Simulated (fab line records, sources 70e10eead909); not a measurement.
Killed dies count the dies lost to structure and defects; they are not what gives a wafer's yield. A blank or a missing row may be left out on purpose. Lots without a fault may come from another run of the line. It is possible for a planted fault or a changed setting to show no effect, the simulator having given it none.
fab line records	flow nand-harc
[record] lots = 24	wafers = 72	last-day = 34
route steps=1302 shown P_GATE@131
lots that met no fault: taken from a fault-free run of the same line
start-h: start of the lot's first displayed wafer, in hours after the record's first day	wait-h: how many hours have passed since the lot's step before this one	" as in the row above	L1.1+2: a single row standing in for several wafers	- no value present, or no start provided	* or withheld: withheld	< > ~ a bound
route shown NAME@n: NAME is a module with steps in the file, n the number in the route of the first one	usual: mean/standard deviation taken from wafers without a fault	same: alike in all rows	chamber/n: place in a boat	sites: the reading at each site	_std_site: the standard deviation of these	_edge_site: mean of outer sites minus mean of inner sites	radius-mm: for every site, how far away it sits from the centre of the wafer	mask NAME#n: copy n	behind: the tool/chamber that last shaped the wafer	hold: what put the lot on hold/how long, in hours/how the hold closed	device: the transistor (n, p or np) that didn't switch	end of line: the route-end tests of the same wafers	a step with no rows: only its recipe	killed: dies lost to structure and defects at the first sort, not the wafer's yield	map: per-die view of a wafer (x killed, . not killed, _ where there is no die)
set.NAME: setting as actually run; set.NAME@STEP: the setting as run at that earlier step	model.NAME: the simulator's own value behind a step, which no gauge read
route steps across a sampled set of lots; one table per step, one row per wafer
services: when a tool's chamber went out of use (start-h, in hours from the record's first day, below 0 if earlier), for how many hours, and the reason
[[steps]]
[step NHARC_P_GATE_HM_DEP_102]
[recipe] target-thk-a = 1200	temp-c = 400	material = aC
[usual] throttle-valve-pct = 34.998/0.0085
lot.wafer	tool	chamber	start-h	wait-h	throttle-valve-pct
L074.2	acl-dep-01	0	97.15	1.8	34.993
L074.3	"	0	"	"	34.999
L074.6	"	0	"	"	35.004
L075.1	acl-dep-01	0	106.89	3.6	34.991
L075.4	"	0	"	"	34.990
L075.6	"	0	"	"	35.011
L076.1	acl-dep-01	0	114.76	2.1	34.995
L076.5	"	0	"	"	34.995
L076.6	"	0	"	"	34.993
L077.1	acl-dep-02	0	123.32	0.6	35.007
L077.5	"	0	"	"	34.996
L077.6	"	0	"	"	35.000
L079.2	acl-dep-02	0	140.26	0.5	35.010
L079.3	"	0	"	"	34.983
L079.6	"	0	"	"	35.002
L078.2	acl-dep-03	0	140.26	0.5	35.003
L078.5	"	0	"	"	35.011
L078.6	"	0	"	"	34.998
L080.1	acl-dep-01	0	155.64	4.3	34.989
L080.2	"	0	"	"	34.982
L080.6	"	0	"	"	35.003
L081.1	acl-dep-03	0	167.57	0.4	34.999
L081.3	"	0	"	"	34.989
L081.5	"	0	"	"	34.988
L082.2	acl-dep-03	0	179.64	2.0	35.001
L082.3	"	0	"	"	35.007
L082.6	"	0	"	"	34.997
L083.1	acl-dep-02	0	183.27	0.4	34.990
L083.4	"	0	"	"	35.009
L083.6	"	0	"	"	35.000
L084.1	acl-dep-02	0	200.11	6.3	34.993
L084.2	"	0	"	"	34.995
L084.6	"	0	"	"	34.995
L085.1	acl-dep-02	0	211.37	0.4	34.972
L085.2	"	0	"	"	34.990
L085.3	"	0	"	"	34.997
L086.1	acl-dep-01	0	222.89	0.6	35.005
L086.2	"	0	"	"	35.006
L086.5	"	0	"	"	34.996
L087.3	acl-dep-03	0	227.54	0.9	35.003
L087.5	"	0	"	"	34.999
L087.6	"	0	"	"	34.992
L088.1	acl-dep-01	0	243.75	3.2	34.998
L088.5	"	0	"	"	35.001
L088.6	"	0	"	"	35.008
L089.1	acl-dep-01	0	244.39	3.9	34.989
L089.2	"	0	"	"	34.996
L089.4	"	0	"	"	35.001
L090.1	acl-dep-03	0	254.98	4.5	35.004
L090.2	"	0	"	"	35.020
L090.5	"	0	"	"	34.987
L092.1	acl-dep-02	0	271.22	0.4	35.002
L092.3	"	0	"	"	34.994
L092.4	"	0	"	"	35.006
L091.2	acl-dep-01	0	271.32	0.5	35.005
L091.3	"	0	"	"	35.001
L091.5	"	0	"	"	35.007
L093.1	acl-dep-02	0	286.93	3.7	35.010
L093.3	"	0	"	"	35.001
L093.4	"	0	"	"	34.992
L094.1	acl-dep-02	0	293.86	1.1	35.003
L094.4	"	0	"	"	35.003
L094.5	"	0	"	"	34.994
L095.1	acl-dep-02	0	309.20	4.8	35.002
L095.4	"	0	"	"	35.009
L095.5	"	0	"	"	35.000
L096.2	acl-dep-03	0	314.37	4.1	35.003
L096.3	"	0	"	"	35.001
L096.6	"	0	"	"	35.004
L097.3	acl-dep-03	0	332.55	5.0	34.993
L097.5	"	0	"	"	35.009
L097.6	"	0	"	"	34.996
[step NHARC_P_GATE_DEP_103]
[recipe] target-thk-a = 300	target-thk-nm = 30	temp-c = 400	flow-sccm = 200	rf-w = 350	material = SiON
[usual] heater-power-w = 743/110	rf-fwd-power-W = 348.5/1.4
lot.wafer	tool	chamber	start-h	wait-h	heater-power-w	rf-fwd-power-W
L074.3	pecvd-02	1	97.71	0.3	829	347.2
L074.2	"	0	"	"	706	348.1
L074.6	"	1	"	"	855	347.8
L075.1	pecvd-01	0	107.61	0.6	854	345.7
L075.6	"	1	"	"	740	350.2
L075.4	"	2	"	"	687	347.7
L076.1	pecvd-02	0	115.48	0.6	601	349.8
L076.6	"	2	"	"	661	346.6
L076.5	"	1	"	"	854	349.1
L077.1	pecvd-02	0	124.03	0.6	687	348.7
L077.6	"	1	"	"	893	348.1
L077.5	"	0	"	"	677	348.6
L079.3	pecvd-02	0	141.14	0.7	596	346.5
L079.2	"	2	"	"	548	349.9
L079.6	"	1	"	"	900	348.9
L078.2	pecvd-03	0	141.34	1.0	669	350.4
L078.5	"	2	"	"	842	351.2
L078.6	"	1	"	"	584	349.0
L080.2	pecvd-01	2	156.30	0.4	680	350.1
L080.1	"	1	"	"	682	349.5
L080.6	"	2	"	"	696	349.1
L081.3	pecvd-02	0	168.23	0.3	674	348.6
L081.1	"	2	"	"	604	351.7
L081.5	"	1	"	"	923	349.2
L082.2	pecvd-01	2	180.19	0.4	695	349.2
L082.3	"	1	"	"	638	347.9
L082.6	"	2	"	"	684	348.9
L083.1	pecvd-02	1	183.93	0.6	816	349.9
L083.4	"	1	"	"	792	350.3
L083.6	"	2	"	"	606	351.2
L084.1	pecvd-02	2	200.80	0.6	644	349.9
L084.2	"	0	"	"	637	345.3
L084.6	"	1	"	"	760	349.4
L085.1	pecvd-01	1	212.04	0.6	723	347.3
L085.2	"	2	"	"	743	347.0
L085.3	"	0	"	"	815	346.6
L086.1	pecvd-03	0	223.54	0.6	792	348.7
L086.2	"	1	"	"	728	348.9
L086.5	"	0	"	"	789	349.4
L087.3	pecvd-03	1	228.08	0.4	652	348.5
L087.6	"	1	"	"	647	348.1
L087.5	"	0	"	"	825	348.5
L088.1	pecvd-01	2	244.42	0.6	739	350.5
L088.6	"	2	"	"	730	350.0
L088.5	"	1	"	"	736	349.2
L089.2	pecvd-03	2	245.06	0.5	843	348.2
L089.1	"	0	"	"	795	349.1
L089.4	"	2	"	"	815	349.7
L090.1	pecvd-01	0	255.68	0.6	887	345.4
L090.2	"	1	"	"	752	349.6
L090.5	"	0	"	"	875	347.1
L092.3	pecvd-02	0	271.86	0.3	662	348.4
L092.1	"	1	"	"	946	345.3
L092.4	"	0	"	"	682	349.4
L091.3	pecvd-01	1	271.86	0.3	694	347.5
L091.2	"	2	"	"	669	348.6
L091.5	"	1	"	"	712	346.6
L093.3	pecvd-02	1	287.61	0.4	935	348.9
L093.1	"	2	"	"	622	347.9
L093.4	"	1	"	"	949	347.7
L094.1	pecvd-02	2	294.58	0.6	620	346.4
L094.5	"	0	"	"	583	348.2
L094.4	"	1	"	"	920	347.5
L095.1	pecvd-01	2	309.86	0.6	749	350.7
L095.5	"	2	"	"	738	349.0
L095.4	"	0	"	"	830	347.4
L096.2	pecvd-03	0	314.96	0.5	808	348.8
L096.3	"	1	"	"	747	347.4
L096.6	"	0	"	"	797	348.6
L097.3	pecvd-03	1	333.05	0.4	606	347.9
L097.6	"	2	"	"	904	349.2
L097.5	"	0	"	"	849	349.6
[step NHARC_P_GATE_DESCUM_31]
[recipe] time-s = 3	o2-flow-sccm = 200	ar-flow-sccm = 0	bias-power-w = 0	chemistry = O2
[usual] drypump-motor-current-A = 6.1/0.56	oes-product-au = 0.998/0.011	rf-vpp-V = 57.8/0.93	showerhead-plenum-p-Torr = 1.93/0.075	throttle-valve-pct = 11.312/0.0092
lot.wafer	tool	chamber	start-h	wait-h	drypump-motor-current-A	oes-product-au	rf-hours-counter-h	rf-vpp-V	showerhead-plenum-p-Torr	throttle-valve-pct
L074.2	rie-diel-01	0	98.57	0.1	5.9	0.995	1.5	57.0	1.81	11.302
L074.3	"	1	"	"	5.4	0.990	0.5	59.4	2.05	11.311
L074.6	"	1	"	"	5.4	1.004	-	58.4	2.05	11.300
L075.4	rie-diel-04	3	108.43	0.1	5.4	0.977	6.5	57.6	1.90	11.317
L075.1	"	1	"	"	6.7	1.004	5.0	58.0	1.90	11.317
L075.6	"	3	"	"	5.4	0.980	-	59.2	1.90	11.305
L076.1	rie-diel-04	1	116.33	0.1	6.7	1.009	5.7	56.2	1.90	11.306
L076.5	"	0	"	"	6.5	0.998	-	57.9	2.01	11.313
L076.6	"	1	"	"	6.8	1.013	-	58.1	1.90	11.304
L077.1	rie-diel-08	1	124.85	0.1	5.4	0.992	6.0	58.2	1.91	11.302
L077.5	"	0	"	"	6.3	1.007	-	56.5	1.87	11.308
L077.6	"	1	"	"	5.4	0.984	-	57.7	1.91	11.306
L079.3	rie-diel-04	2	141.89	0.1	6.8	1.016	7.4	58.0	1.86	11.316
L079.2	"	3	"	"	5.4	0.978	8.5	56.3	1.90	11.313
L079.6	"	2	"	"	6.8	1.018	-	57.4	1.86	11.311
L078.2	rie-diel-08	1	142.05	0.1	5.4	0.998	7.1	58.0	1.91	11.312
L078.6	"	1	"	"	5.4	0.988	-	58.0	1.91	11.309
L078.5	"	2	"	"	5.7	1.011	-	59.7	2.04	11.331
L080.2	rie-diel-01	3	157.17	0.1	5.6	0.988	4.1	57.8	1.98	11.313
L080.1	"	2	"	"	6.7	0.991	4.9	58.3	1.91	11.288
L080.6	"	3	"	"	5.6	0.989	-	57.6	1.98	11.317
L081.3	rie-diel-08	2	169.09	0.1	5.8	0.997	8.7	58.3	2.04	11.322
L081.1	"	1	"	"	5.4	0.990	9.2	58.9	1.91	11.304
L081.5	"	3	"	"	6.6	1.008	-	59.0	1.87	11.334
L082.3	rie-diel-01	1	181.30	0.3	5.4	0.998	4.7	57.4	2.04	11.321
L082.2	"	2	"	"	6.8	0.985	6.5	56.4	1.91	11.334
L082.6	"	0	"	"	5.9	0.985	-	59.4	1.81	11.310
L083.4	rie-diel-01	1	184.81	0.1	5.4	1.007	4.8	59.2	2.04	11.309
L083.1	"	2	"	"	6.8	0.972	6.6	57.2	1.91	11.317
L083.6	"	1	"	"	5.4	0.995	-	59.7	2.04	11.311
L084.1	rie-diel-04	0	201.51	0.1	6.5	0.994	1.1	58.5	2.00	11.300
L084.2	"	3	"	"	5.4	0.978	1.6	58.9	1.90	11.322
L084.6	"	0	"	"	6.5	0.997	-	56.9	2.00	11.313
L085.1	rie-diel-04	0	212.78	0.1	6.5	0.983	2.6	57.9	2.00	11.308
L085.2	"	2	"	"	6.7	1.012	2.0	57.7	1.86	11.309
L085.3	"	3	"	"	5.4	0.982	3.0	59.0	1.90	11.327
L086.1	rie-diel-01	0	224.52	0.1	5.9	1.001	0.2	57.6	1.81	11.311
L086.2	"	1	"	"	5.4	1.001	0.2	57.4	2.04	11.306
L086.5	"	3	"	"	5.6	1.006	-	56.1	1.98	11.311
L087.3	rie-diel-01	0	228.95	0.1	5.9	0.990	0.3	57.5	1.81	11.325
L087.6	"	0	"	"	5.9	0.994	-	57.4	1.81	11.307
L087.5	"	1	"	"	5.4	0.989	-	59.1	2.04	11.314
L088.1	rie-diel-04	2	245.29	0.1	6.8	1.010	2.9	56.4	1.86	11.305
L088.5	"	0	"	"	6.5	0.990	-	58.3	2.00	11.303
L088.6	"	3	"	"	5.4	0.981	-	58.4	1.90	11.316
L089.2	rie-diel-04	0	246.03	0.1	6.5	1.002	4.7	57.1	2.00	11.326
L089.1	"	2	"	"	6.8	1.013	2.9	57.2	1.86	11.321
L089.4	"	3	"	"	5.4	0.972	-	59.4	1.90	11.306
L090.2	rie-diel-01	3	256.41	0.1	5.6	1.004	2.2	56.7	1.98	11.312
L090.1	"	1	"	"	5.4	0.991	2.0	58.0	2.04	11.303
L090.5	"	3	"	"	5.6	1.005	-	57.6	1.98	11.303
L092.1	rie-diel-01	0	272.73	0.1	5.9	1.010	2.6	55.9	1.81	11.308
L092.4	"	1	"	"	5.4	0.991	2.9	57.2	2.04	11.308
L092.3	"	3	"	"	5.6	1.002	3.7	59.9	1.98	11.320
L091.3	rie-diel-04	0	272.88	0.1	6.5	0.985	6.2	58.5	2.00	11.311
L091.2	"	1	"	"	6.8	1.002	2.7	57.6	1.90	11.317
L091.5	"	0	"	"	6.5	0.986	-	58.0	2.00	11.310
L093.1	rie-diel-04	1	288.33	0.1	6.7	1.000	3.6	56.5	1.90	11.295
L093.4	"	2	"	"	6.7	1.028	4.8	57.9	1.86	11.328
L093.3	"	3	"	"	5.4	0.985	7.2	57.3	1.90	11.306
L094.4	rie-diel-08	3	295.40	0.1	6.5	1.011	6.4	58.0	1.86	11.312
L094.1	"	0	"	"	6.3	0.987	6.7	57.3	1.87	11.294
L094.5	"	3	"	"	6.6	1.008	-	57.3	1.86	11.317
L095.4	rie-diel-04	0	310.76	0.1	6.5	0.996	8.7	56.7	2.00	11.302
L095.1	"	1	"	"	6.7	0.998	5.3	57.1	1.90	11.309
L095.5	"	3	"	"	5.4	0.995	-	57.4	1.90	11.308
L096.2	rie-diel-01	2	315.72	0.1	6.7	0.988	7.3	58.6	1.91	11.310
L096.3	"	3	"	"	5.6	1.001	6.7	57.6	1.98	11.330
L096.6	"	1	"	"	5.4	1.001	-	58.5	2.04	11.305
L097.3	rie-diel-01	3	333.94	0.1	5.5	0.993	7.6	58.3	1.98	11.305
L097.5	"	0	"	"	5.9	0.999	-	58.0	1.81	11.327
L097.6	"	1	"	"	5.4	0.991	-	59.0	2.04	11.295
[step NHARC_P_GATE_STRIP_75]
[recipe] power-w = 1500	temp-c = 250	chemistry = O2
[usual] drypump-motor-current-A = 5.7/0.39	heater-power-w = 363/25
lot.wafer	tool	chamber	start-h	wait-h	drypump-motor-current-A	heater-power-w	rf-hours-counter-h
L074.2	plasma-asher-01	0	111.18	0.3	6.0	343	22
L074.3	"	0	"	"	6.0	355	-
L074.6	"	1	"	"	5.1	375	-
L075.1	plasma-asher-02	1	121.02	0.2	5.9	377	8
L075.4	"	1	"	"	5.9	372	-
L075.6	"	1	"	"	5.9	367	-
L076.1	plasma-asher-01	0	128.99	0.2	6.0	347	27
L076.5	"	1	"	"	5.1	373	-
L076.6	"	0	"	"	6.0	345	-
L077.1	plasma-asher-01	1	137.52	0.2	5.1	382	28
L077.5	"	0	"	"	6.0	341	-
L077.6	"	1	"	"	5.1	368	-
L079.2	plasma-asher-01	0	154.37	0.2	6.0	345	32
L079.3	"	1	"	"	5.1	375	-
L079.6	"	1	"	"	5.1	370	-
L078.2	plasma-asher-02	0	154.56	0.2	6.0	350	14
L078.5	"	1	"	"	5.9	366	-
L078.6	"	0	"	"	6.0	351	-
L080.1	plasma-asher-02	0	169.58	0.3	6.0	352	18
L080.2	"	1	"	"	5.9	378	18
L080.6	"	0	"	"	6.0	352	-
L081.1	plasma-asher-02	1	182.16	0.3	5.9	367	21
L081.3	"	1	"	"	5.9	382	-
L081.5	"	0	"	"	6.0	351	-
L082.2	plasma-asher-01	1	193.99	0.2	5.1	392	3
L082.3	"	1	"	"	5.1	395	-
L082.6	"	0	"	"	6.0	340	-
L083.1	plasma-asher-02	1	197.44	0.2	5.9	364	24
L083.4	"	1	"	"	5.9	364	-
L083.6	"	0	"	"	6.0	343	-
L084.2	plasma-asher-01	1	214.11	0.3	5.1	394	8
L084.1	"	0	"	"	6.0	322	8
L084.6	"	0	"	"	6.0	324	-
L085.2	plasma-asher-01	1	225.59	0.2	5.1	392	11
L085.1	"	0	"	"	6.0	316	11
L085.3	"	1	"	"	5.1	396	-
L086.2	plasma-asher-02	0	237.15	0.2	6.0	352	31
L086.1	"	1	"	"	5.9	375	31
L086.5	"	1	"	"	5.9	369	-
L087.3	plasma-asher-02	1	241.67	0.2	5.9	376	-
L087.5	"	1	"	"	5.9	374	-
L087.6	"	0	"	"	6.0	349	-
L088.1	plasma-asher-01	0	257.92	0.2	6.0	324	16
L088.5	"	1	"	"	5.1	381	-
L088.6	"	0	"	"	6.0	322	-
L089.1	plasma-asher-01	0	258.64	0.3	6.0	321	17
L089.2	"	1	"	"	5.1	383	17
L089.4	"	1	"	"	5.1	396	-
L090.1	plasma-asher-01	1	271.08	0.3	5.1	397	20
L090.2	"	0	"	"	6.0	327	20
L090.5	"	1	"	"	5.1	393	-
L092.1	plasma-asher-01	0	285.46	0.2	6.0	323	23
L092.3	"	0	"	"	6.0	326	-
L092.4	"	1	"	"	5.1	379	-
L091.2	plasma-asher-02	0	285.77	0.2	6.0	365	6
L091.3	"	0	"	"	6.0	370	-
L091.5	"	1	"	"	5.9	395	-
L093.1	plasma-asher-01	1	301.10	0.2	5.1	390	27
L093.3	"	1	"	"	5.1	396	-
L093.4	"	0	"	"	6.0	317	-
L094.1	plasma-asher-01	1	308.02	0.2	5.1	382	28
L094.4	"	1	"	"	5.1	395	-
L094.5	"	1	"	"	5.1	390	-
L095.1	plasma-asher-02	0	323.50	0.3	6.0	365	13
L095.4	"	1	"	"	5.9	396	-
L095.5	"	0	"	"	6.0	378	-
L096.2	plasma-asher-02	1	328.34	0.3	5.9	388	14
L096.3	"	0	"	"	6.0	376	-
L096.6	"	1	"	"	5.9	392	-
L097.3	plasma-asher-02	0	346.58	0.1	6.0	379	-
L097.6	"	1	"	"	5.9	403	-
L097.5	"	0	"	"	6.0	368	-
[step NHARC_P_GATE_CD_MEAS_59]
[recipe] target-cd-nm = 720	landing-energy-ev = 500
[usual] cd-nm = 719.9/1.8
lot.wafer	tool	chamber	start-h	wait-h	cd-nm
L074.2	cd-sem-01	0	112.12	-	719.2
L074.3	"	0	"	"	720.1
L074.6	"	0	"	"	720.7
L075.1	cd-sem-03	0	121.93	-	718.3
L075.4	"	0	"	"	721.7
L075.6	"	0	"	"	721.6
L076.1	cd-sem-01	0	129.90	-	717.8
L076.5	"	0	"	"	721.5
L076.6	"	0	"	"	723.4
L077.1	cd-sem-03	0	138.43	-	716.0
L077.5	"	0	"	"	717.7
L077.6	"	0	"	"	717.9
L079.2	cd-sem-03	0	155.18	-	720.9
L079.3	"	0	"	"	722.5
L079.6	"	0	"	"	718.3
L078.2	cd-sem-01	0	155.48	-	721.3
L078.5	"	0	"	"	720.9
L078.6	"	0	"	"	721.8
L080.1	cd-sem-02	0	170.50	-	717.9
L080.2	"	0	"	"	719.7
L080.6	"	0	"	"	720.8
L081.1	cd-sem-02	0	183.09	-	717.9
L081.3	"	0	"	"	718.5
L081.5	"	0	"	"	717.9
L082.2	cd-sem-01	0	194.79	-	719.6
L082.3	"	0	"	"	720.0
L082.6	"	0	"	"	718.8
L083.1	cd-sem-03	0	198.35	-	717.8
L083.4	"	0	"	"	721.2
L083.6	"	0	"	"	721.0
L084.1	cd-sem-02	0	215.03	-	719.7
L084.2	"	0	"	"	717.3
L084.6	"	0	"	"	715.4
L085.1	cd-sem-02	0	226.39	-	723.4
L085.2	"	0	"	"	717.7
L085.3	"	0	"	"	722.8
L086.1	cd-sem-02	0	238.08	-	722.2
L086.2	"	0	"	"	723.0
L086.5	"	0	"	"	720.6
L087.3	cd-sem-01	0	242.58	-	715.4
L087.5	"	0	"	"	717.4
L087.6	"	0	"	"	718.4
L088.1	cd-sem-02	0	258.71	-	721.6
L088.5	"	0	"	"	719.9
L088.6	"	0	"	"	718.0
L089.1	cd-sem-02	0	259.56	-	720.5
L089.2	"	0	"	"	718.6
L089.4	"	0	"	"	721.6
L090.1	cd-sem-01	0	271.92	-	722.3
L090.2	"	0	"	"	719.0
L090.5	"	0	"	"	720.1
L092.1	cd-sem-03	0	286.38	-	719.4
L092.3	"	0	"	"	718.9
L092.4	"	0	"	"	717.7
L091.2	cd-sem-02	0	286.75	-	720.2
L091.3	"	0	"	"	719.6
L091.5	"	0	"	"	718.8
L093.1	cd-sem-02	0	302.03	-	720.1
L093.3	"	0	"	"	722.5
L093.4	"	0	"	"	721.5
L094.1	cd-sem-01	0	308.93	-	721.3
L094.4	"	0	"	"	720.9
L094.5	"	0	"	"	719.3
L095.1	cd-sem-02	0	324.42	-	718.0
L095.4	"	0	"	"	717.0
L095.5	"	0	"	"	718.9
L096.2	cd-sem-01	0	329.14	-	721.9
L096.3	"	0	"	"	718.6
L096.6	"	0	"	"	721.6
L097.3	cd-sem-03	0	347.48	-	723.0
L097.5	"	0	"	"	722.2
L097.6	"	0	"	"	720.0
[step NHARC_P_GATE_STRIP_112]
[recipe] power-w = 1500	temp-c = 110	time-s = 200	chemistry = N2/H2
[usual] drypump-motor-current-A = 5.8/0.35	heater-power-w = 97/6.1
lot.wafer	tool	chamber	start-h	wait-h	drypump-motor-current-A	heater-power-w	rf-hours-counter-h
L074.2	plasma-asher-01	0	112.65	0.2	6.0	89	23
L074.3	"	0	"	"	6.0	91	-
L074.6	"	0	"	"	6.0	89	-
L075.1	plasma-asher-01	1	122.49	0.2	5.1	101	25
L075.4	"	0	"	"	6.0	95	-
L075.6	"	0	"	"	6.0	92	-
L076.1	plasma-asher-02	0	130.48	0.2	6.0	93	9
L076.5	"	1	"	"	5.9	100	-
L076.6	"	0	"	"	6.0	96	-
L077.1	plasma-asher-02	1	138.96	0.2	5.9	99	11
L077.5	"	1	"	"	5.9	96	-
L077.6	"	0	"	"	6.0	94	-
L079.2	plasma-asher-02	0	155.74	0.2	6.0	90	14
L079.3	"	1	"	"	5.9	101	-
L079.6	"	1	"	"	5.9	99	-
L078.2	plasma-asher-01	1	156.05	0.2	5.1	100	33
L078.5	"	0	"	"	6.0	91	-
L078.6	"	1	"	"	5.1	102	-
L080.1	plasma-asher-02	0	171.03	0.2	6.0	93	18
L080.2	"	1	"	"	5.9	99	18
L080.6	"	1	"	"	5.9	99	-
L081.1	plasma-asher-01	1	183.68	0.2	5.1	102	1
L081.3	"	1	"	"	5.1	106	-
L081.5	"	0	"	"	6.0	88	-
L082.2	plasma-asher-02	1	195.35	0.2	5.9	98	23
L082.3	"	0	"	"	6.0	94	-
L082.6	"	0	"	"	6.0	94	-
L083.1	plasma-asher-02	1	198.93	0.2	5.9	100	25
L083.4	"	0	"	"	6.0	95	-
L083.6	"	0	"	"	6.0	94	-
L084.2	plasma-asher-01	0	215.57	0.2	6.0	87	8
L084.1	"	1	"	"	5.1	104	8
L084.6	"	1	"	"	5.1	104	-
L085.1	plasma-asher-01	1	226.92	0.2	5.1	101	11
L085.2	"	0	"	"	6.0	88	11
L085.3	"	1	"	"	5.1	104	-
L086.1	plasma-asher-02	0	238.60	0.2	6.0	92	31
L086.2	"	1	"	"	5.9	96	31
L086.5	"	0	"	"	6.0	93	-
L087.3	plasma-asher-02	1	243.26	0.3	5.9	98	-
L087.6	"	0	"	"	6.0	91	-
L087.5	"	1	"	"	5.9	100	-
L088.1	plasma-asher-02	0	259.24	0.2	6.0	99	0
L088.6	"	0	"	"	6.0	99	-
L088.5	"	1	"	"	5.9	105	-
L089.1	plasma-asher-01	0	260.09	0.2	6.0	87	17
L089.2	"	1	"	"	5.1	107	17
L089.4	"	0	"	"	6.0	87	-
L090.1	plasma-asher-02	1	272.46	0.2	5.9	107	3
L090.2	"	0	"	"	6.0	99	3
L090.5	"	1	"	"	5.9	104	-
L092.1	plasma-asher-02	0	286.91	0.2	6.0	100	6
L092.4	"	0	"	"	6.0	99	-
L092.3	"	1	"	"	5.9	105	-
L091.2	plasma-asher-01	1	287.28	0.2	5.1	102	23
L091.3	"	0	"	"	6.0	86	-
L091.5	"	0	"	"	6.0	86	-
L093.1	plasma-asher-01	1	302.60	0.2	5.1	103	27
L093.4	"	0	"	"	6.0	84	-
L093.3	"	1	"	"	5.1	103	-
L094.1	plasma-asher-02	0	309.53	0.2	6.0	102	10
L094.4	"	1	"	"	5.9	104	-
L094.5	"	0	"	"	6.0	99	-
L095.1	plasma-asher-01	1	325.00	0.2	5.1	102	31
L095.4	"	0	"	"	6.0	86	-
L095.5	"	1	"	"	5.1	103	-
L096.2	plasma-asher-02	0	329.72	0.2	6.0	103	15
L096.3	"	1	"	"	5.9	107	-
L096.6	"	1	"	"	5.9	105	-
L097.3	plasma-asher-02	0	348.13	0.3	6.0	101	-
L097.5	"	1	"	"	5.9	106	-
L097.6	"	0	"	"	6.0	98	-
[[services]]
tool	chamber	start-h	hours	kind
rie-diel-01	2	79.51	4.7	repair
rie-diel-01	3	115.58	10.5	repair
acl-dep-03	-	117.49	13.0	pm
pecvd-01	-	130.48	13.0	pm
pecvd-03	1	131.19	4.5	repair
acl-dep-02	-	151.16	3.0	repair
plasma-asher-01	-	165.23	9.0	pm
rie-diel-04	-	172.79	0.4	repair
rie-diel-04	-	177.90	9.0	pm
plasma-asher-01	-	186.83	0.4	repair
acl-dep-01	-	187.02	13.0	pm
rie-diel-04	2	199.54	7.2	repair
rie-diel-01	-	203.80	9.0	pm
rie-diel-04	1	204.66	47.6	repair
rie-diel-04	2	218.29	6.9	repair
pecvd-02	-	227.10	13.0	pm
rie-diel-01	1	245.66	4.3	repair
acl-dep-02	-	245.91	13.0	pm
plasma-asher-02	-	249.05	9.0	pm
pecvd-02	-	280.28	0.9	repair
acl-dep-03	-	301.27	13.0	pm
pecvd-01	-	311.48	13.0	pm
rie-diel-01	2	318.71	13.5	repair
plasma-asher-01	-	342.23	9.0	pm
[[key]]
fault none
